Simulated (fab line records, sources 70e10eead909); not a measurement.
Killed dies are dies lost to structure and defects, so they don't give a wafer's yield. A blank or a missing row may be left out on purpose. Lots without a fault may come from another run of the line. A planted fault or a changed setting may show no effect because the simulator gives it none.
Tool commonality check | flow nand_harc | 12 lots, 36 wafers sampled

WHY IT WAS OPENED
At NHARC_A_CONTACT_CD_MEAS_69 the reading cd_nm is flagged on 2 of 12 lots. Wafers without a fault read 300.0 nm, standard deviation 0.45.
Rule: a lot is flagged when every wafer of it that has a number lies more than 4 standard deviations from that mean, or none has a number. The other lots count as sound.

lot  | measured     | on        | cd_nm (nm), wafer by wafer | flag
L119 | day 21 03:25 | cd_sem-03 | 300.1 299.6 299.0          |
L121 | day 21 16:25 | cd_sem-03 | 300.1 300.4 300.3          |
L118 | day 21 18:16 | cd_sem-02 | 299.8 299.7 300.0          |
L127 | day 24 22:58 | cd_sem-02 | 294.4 294.6 294.2          | FLAGGED
L128 | day 24 23:59 | cd_sem-03 | 295.8 295.6 295.5          | FLAGGED
L132 | day 26 15:13 | cd_sem-02 | 299.5 299.1 299.6          |
L133 | day 26 21:53 | cd_sem-01 | 299.7 300.0 300.0          |
L135 | day 27 12:18 | cd_sem-01 | 300.1 299.7 299.4          |
L136 | day 28 03:55 | cd_sem-02 | 299.7 300.5 300.1          |
L138 | day 29 11:58 | cd_sem-02 | 299.8 300.5 300.4          |
L141 | day 30 10:51 | cd_sem-03 | 300.1 299.9 300.1          |
L140 | day 30 15:34 | cd_sem-03 | 300.7 300.1 300.6          |
The numbers of the flagged lots are 295.0 nm on average: -5.0 nm against the usual, or -11 standard deviations.

WHICH TOOL RAN EACH LOT
The record holds 2 process steps before the reading, out of a route of 1302 steps. In each cell: the tool, then ch and the chambers that the sampled wafers went through, then the start.
lot  | flag    | NHARC_A_CONTACT_ETCH_120             | NHARC_A_CONTACT_EXPOSE_66
L119 |         | har_cap_etch-02 ch 0,1, day 20 18:58 | arfi_scanner-02 ch 0, day 21 03:16
L121 |         | har_cap_etch-03 ch 0,1, day 21 09:44 | arfi_scanner-03 ch 0, day 21 16:17
L118 |         | har_cap_etch-02 ch 0,1, day 21 11:44 | arfi_scanner-01 ch 0, day 21 18:08
L127 | FLAGGED | har_cap_etch-01 ch 0,1, day 24 13:16 | arfi_scanner-03 ch 0, day 24 22:50
L128 | FLAGGED | har_cap_etch-02 ch 0,1, day 24 14:32 | arfi_scanner-03 ch 0, day 24 23:51
L132 |         | har_cap_etch-02 ch 0,1, day 26 07:32 | arfi_scanner-01 ch 0, day 26 15:05
L133 |         | har_cap_etch-01 ch 0,1, day 26 14:45 | arfi_scanner-02 ch 0, day 26 21:44
L135 |         | har_cap_etch-02 ch 0,1, day 27 04:05 | arfi_scanner-01 ch 0, day 27 12:10
L136 |         | har_cap_etch-01 ch 0,1, day 27 19:57 | arfi_scanner-01 ch 0, day 28 03:47
L138 |         | har_cap_etch-02 ch 0,1, day 29 05:14 | arfi_scanner-02 ch 0, day 29 11:49
L141 |         | har_cap_etch-02 ch 0,1, day 30 03:25 | arfi_scanner-02 ch 0, day 30 10:43
L140 |         | har_cap_etch-03 ch 0,1, day 30 08:44 | arfi_scanner-02 ch 0, day 30 15:25
What these steps do:
- NHARC_A_CONTACT_ETCH_120: etches the open film in C4F8/O2/Ar, time 190 s, target depth 1850 nm.
- NHARC_A_CONTACT_EXPOSE_66: exposes mask A CC 2.
- NHARC_A_CONTACT_CD_MEAS_69: target cd 300 nm.

FLAGGED OVER TOTAL, TOOL BY TOOL (the gauges that took the reading come last)
step                       | tool            | lots run | flagged | share of the flagged lots | sound lots run after its first flagged lot
NHARC_A_CONTACT_ETCH_120   | har_cap_etch-01 | 3        | 1       | some                      | 2 (L133,L136)
NHARC_A_CONTACT_ETCH_120   | har_cap_etch-02 | 7        | 1       | some                      | 4 (L132,L135,L138,L141)
NHARC_A_CONTACT_ETCH_120   | har_cap_etch-03 | 2        | 0       | none                      | -
NHARC_A_CONTACT_EXPOSE_66  | arfi_scanner-01 | 4        | 0       | none                      | -
NHARC_A_CONTACT_EXPOSE_66  | arfi_scanner-02 | 5        | 0       | none                      | -
NHARC_A_CONTACT_EXPOSE_66  | arfi_scanner-03 | 3        | 2       | all                       | 0
NHARC_A_CONTACT_CD_MEAS_69 | cd_sem-01       | 2        | 0       | none                      | -
NHARC_A_CONTACT_CD_MEAS_69 | cd_sem-02       | 5        | 1       | some                      | 3 (L132,L136,L138)
NHARC_A_CONTACT_CD_MEAS_69 | cd_sem-03       | 5        | 1       | some                      | 2 (L141,L140)

WHAT THE TABLE ALLOWS
1 row of the table ran every flagged lot: arfi_scanner-03 at NHARC_A_CONTACT_EXPOSE_66.
- arfi_scanner-03 at NHARC_A_CONTACT_EXPOSE_66: 2 of its 3 lots flagged. Its last sound lot is L121 (day 21 16:17), its first flagged lot L127 (day 24 22:50): a fault that began between those two fits. Its own readings lie more than 4 standard deviations out on every wafer of the flagged lots: exposure_dose_mJ_cm2.
One tool is left: arfi_scanner-03 at NHARC_A_CONTACT_EXPOSE_66.

WHAT THE SIMULATOR HAD PUT IN
Process parameter drift: arfi_scanner-03, from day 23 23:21 on, at NHARC_A_CONTACT_EXPOSE_66. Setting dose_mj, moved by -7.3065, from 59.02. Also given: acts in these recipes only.
Lots struck among those shown: L127, L128. The rule above found the same.
